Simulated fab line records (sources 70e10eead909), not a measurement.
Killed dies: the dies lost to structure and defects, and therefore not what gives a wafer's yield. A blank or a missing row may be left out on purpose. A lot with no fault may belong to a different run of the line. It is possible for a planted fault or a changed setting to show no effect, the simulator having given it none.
Which tool is to blame? -- flow nand_harc -- Sampling: 13 lots, 36 wafers, 5 of 1159 route steps

WHAT EACH GAUGE READ, for each wafer
NHARC_END_SORT_01. Usual: killed_at_array 24, standard deviation 7.4; killed_at_other 0.5, standard deviation 0.81; killed_at_periphery 3.4, standard deviation 2.3; killed_dies 28, standard deviation 8; killed_open 3.4, standard deviation 1.8; killed_short 2.0, standard deviation 1.4.
lot,measured,on,killed_at_array,killed_at_other,killed_at_periphery,killed_dies,killed_open,killed_short,flag
L400,day 22 13:58,prober-01,24 27,0 0,7 2,31 29,5 5,2 1,

WHICH TOOL RAN EACH LOT (tool, then ch and the chambers of the sampled wafers, then the start)
lot,NHARC_A_CHANNEL_HOLE_D1_ETCH_25,NHARC_A_CHANNEL_HOLE_D1_ETCH_26,NHARC_A_CHANNEL_HOLE_D1_STRIP_27,NHARC_A_CHANNEL_FILL_D1_ALD_14
L387,"har_etch-02 ch 0,1, day 8 18:40","har_etch-02 ch 0,1, day 8 19:26","rie_diel-05 ch 0,1,2, day 9 07:35 or earlier","ald_hk-03 ch 0,2, day 9 07:35"
L388,"har_etch-01 ch 0,1, day 9 01:06","har_etch-01 ch 0,1, day 9 01:45","rie_diel-05 ch 2,3, day 9 14:30 or earlier","ald_hk-04 ch 1,2, day 9 14:30"
L390,"har_etch-02 ch 0,1, day 9 11:08","har_etch-02 ch 0,1, day 9 11:40","rie_diel-09 ch 0,3, day 9 20:25 or earlier","ald_hk-03 ch 1,2, day 9 20:25"
L394,"har_etch-01 ch 0,1, day 10 01:08","har_etch-01 ch 0,1, day 10 02:02","rie_diel-09 ch 0,3, day 10 11:13 or earlier","ald_hk-04 ch 0,3, day 10 11:13"
L396,"har_etch-02 ch 0,1, day 10 10:41","har_etch-02 ch 0,1, day 10 11:35","rie_diel-09 ch 0,2,3, day 10 23:25 or earlier","ald_hk-01 ch 1,2,3, day 10 23:25"
L395,"har_etch-01 ch 0,1, day 10 15:33","har_etch-01 ch 0,1, day 10 16:19","rie_diel-05 ch 0,1, day 11 02:05 or earlier","ald_hk-01 ch 0,2, day 11 02:05"
L400,"har_etch-01 ch 0,1, day 11 14:35","har_etch-01 ch 0,1, day 11 15:28","rie_diel-05 ch 3, day 12 01:53 or earlier","ald_hk-01 ch 1,2, day 12 01:53"
L399,"har_etch-02 ch 0,1, day 11 15:26","har_etch-02 ch 0,1, day 11 16:18","rie_diel-13 ch 0,3, day 12 01:51 or earlier","ald_hk-03 ch 0,2, day 12 01:51"
L398,"har_etch-01 ch 1, day 11 18:44","har_etch-01 ch 1, day 11 19:37","rie_diel-05 ch 2,3, day 12 04:52 or earlier","ald_hk-01 ch 0,2, day 12 04:52"
L401,"har_etch-02 ch 1, day 12 08:37","har_etch-02 ch 1, day 12 09:22","rie_diel-13 ch 1,3, day 12 17:52 or earlier","ald_hk-01 ch 0,3, day 12 17:52"
L406,"har_etch-01 ch 0,1, day 12 19:18","har_etch-01 ch 0,1, day 12 20:03","rie_diel-05 ch 0,1, day 13 05:25 or earlier","ald_hk-04 ch 2,3, day 13 05:25"
L408,"har_etch-02 ch 0,1, day 13 13:38","har_etch-02 ch 0,1, day 13 14:17","rie_diel-13 ch 2,3, day 13 22:38 or earlier","ald_hk-03 ch 0,1,2, day 13 22:38"
L410,"har_etch-02 ch 0,1, day 14 10:23","har_etch-02 ch 0,1, day 14 11:09","rie_diel-13 ch 0,2,3, day 14 21:25 or earlier","ald_hk-01 ch 0,1,2, day 14 21:25"
- NHARC_A_CHANNEL_HOLE_D1_ETCH_25: etches the open film in C4F8/O2/Ar, time 1040.2 s, target depth 1500 nm.
- NHARC_A_CHANNEL_HOLE_D1_ETCH_26: etches the open film in C4F8/O2/Ar, time 224.1 s, target depth 300 nm.
- NHARC_A_CHANNEL_HOLE_D1_STRIP_27: strips in O2.
- NHARC_A_CHANNEL_FILL_D1_ALD_14: deposits SiO2, target thk 2.5 nm, pulse time 10 s, ald cycles 25.

AS READ BY THE TOOLS THEMSELVES (means over the sampled wafers that have a number; for cases with no such wafer, the mark the record gives instead)
NHARC_A_CHANNEL_HOLE_D1_ETCH_25. Usual: drypump_motor_current_A 5.8 A, standard deviation 0.38; showerhead_plenum_p_Torr 3.61 Torr, standard deviation 0.11; throttle_valve_pct 32.236 %, standard deviation 0.0095.
lot,tool,drypump_motor_current_A (A),showerhead_plenum_p_Torr (Torr),throttle_valve_pct (%),flag
L387,har_etch-02,6.1,3.56,32.232,
L388,har_etch-01,5.3,3.68,32.234,
L390,har_etch-02,6.1,3.55,32.235,
L394,har_etch-01,5.3,3.67,32.226,
L396,har_etch-02,5.9,3.55,32.243,
L395,har_etch-01,5.5,3.73,32.232,
L400,har_etch-01,5.4,3.69,32.243,
L399,har_etch-02,6.1,3.54,32.237,
L398,har_etch-01,5.2,3.59,32.242,
L401,har_etch-02,6.2,3.54,32.234,
L406,har_etch-01,5.3,3.65,32.238,
L408,har_etch-02,6.1,3.53,32.234,
L410,har_etch-02,6.1,3.52,32.237,

NHARC_A_CHANNEL_HOLE_D1_ETCH_26. Usual: bias_v 300 V, standard deviation 3.1; drypump_motor_current_A 5.8 A, standard deviation 0.38; showerhead_plenum_p_Torr 3.66 Torr, standard deviation 0.11; throttle_valve_pct 24.584 %, standard deviation 0.0095.
lot,tool,bias_v (V),drypump_motor_current_A (A),showerhead_plenum_p_Torr (Torr),throttle_valve_pct (%),flag
L387,har_etch-02,301,6.1,3.60,24.577,
L388,har_etch-01,302,5.4,3.72,24.576,
L390,har_etch-02,302,6.1,3.60,24.586,
L394,har_etch-01,303,5.4,3.72,24.593,
L396,har_etch-02,299,5.9,3.59,24.588,
L395,har_etch-01,299,5.5,3.79,24.598,
L400,har_etch-01,302,5.5,3.75,24.582,
L399,har_etch-02,302,6.1,3.58,24.588,
L398,har_etch-01,300,5.2,3.63,24.579,
L401,har_etch-02,302,6.2,3.58,24.578,
L406,har_etch-01,297,5.3,3.70,24.590,
L408,har_etch-02,301,6.1,3.57,24.591,
L410,har_etch-02,301,6.1,3.56,24.581,

NHARC_A_CHANNEL_HOLE_D1_STRIP_27. Usual: drypump_motor_current_A 5.7 A, standard deviation 0.63; oes_product_au 1.002 a.u., standard deviation 0.0087; rf_vpp_V 57.8 V, standard deviation 0.81; showerhead_plenum_p_Torr 3.58 Torr, standard deviation 0.1; throttle_valve_pct 17.037 %, standard deviation 0.0084.
lot,tool,drypump_motor_current_A (A),oes_product_au (a.u.),rf_vpp_V (V),showerhead_plenum_p_Torr (Torr),throttle_valve_pct (%),flag
L387,rie_diel-05,6.0,1.009,57.1,3.60,17.035,
L388,rie_diel-05,5.5,1.012,58.3,3.66,17.044,
L390,rie_diel-09,4.8,1.010,57.8,3.64,17.030,
L394,rie_diel-09,5.0,1.007,58.4,3.70,17.034,
L396,rie_diel-09,5.1,0.999,58.3,3.58,17.044,
L395,rie_diel-05,6.2,1.009,58.0,3.55,17.032,
L400,rie_diel-05,5.5,1.000,58.2,3.59,17.037,
L399,rie_diel-13,5.9,0.998,57.4,3.57,17.047,
L398,rie_diel-05,5.5,1.010,58.3,3.64,17.044,
L401,rie_diel-13,6.7,1.006,57.8,3.65,17.029,
L406,rie_diel-05,6.2,1.011,57.1,3.55,17.041,
L408,rie_diel-13,5.6,1.001,57.6,3.67,17.037,
L410,rie_diel-13,5.5,0.992,57.4,3.58,17.040,

NHARC_A_CHANNEL_FILL_D1_ALD_14. Usual: heater_power_w 466 W, standard deviation 40; precursor_pulse_height_rel 1.004, standard deviation 0.019.
lot,tool,heater_power_w (W),precursor_pulse_height_rel,flag
L387,ald_hk-03,498,1.002,
L388,ald_hk-04,468,1.019,
L390,ald_hk-03,507,1.011,
L394,ald_hk-04,496,0.995,
L396,ald_hk-01,463,1.005,
L395,ald_hk-01,457,0.994,
L400,ald_hk-01,462,0.998,
L399,ald_hk-03,483,1.007,
L398,ald_hk-01,464,1.016,
L401,ald_hk-01,460,1.006,
L406,ald_hk-04,430,1.007,
L408,ald_hk-03,488,0.986,
L410,ald_hk-01,447,1.012,

THE ANSWER, worked out from the rows above alone
Rule: a lot is off if the mean of its wafers that have a number lies more than 3 standard deviations from the usual mean. A lot without any number at a reading at which 4 lots or more have one is off too. The other lots that the step has rows for count as sound. First the gauges in route order, then the tools' own readings, where a lot's mean is used as printed above. At the first step where some lot is off, the reading lying furthest off is the one used; lots without a number count as furthest.
None of the lots is off at any reading shown; this tells nothing.

WHAT THE SIMULATOR HAD PUT IN
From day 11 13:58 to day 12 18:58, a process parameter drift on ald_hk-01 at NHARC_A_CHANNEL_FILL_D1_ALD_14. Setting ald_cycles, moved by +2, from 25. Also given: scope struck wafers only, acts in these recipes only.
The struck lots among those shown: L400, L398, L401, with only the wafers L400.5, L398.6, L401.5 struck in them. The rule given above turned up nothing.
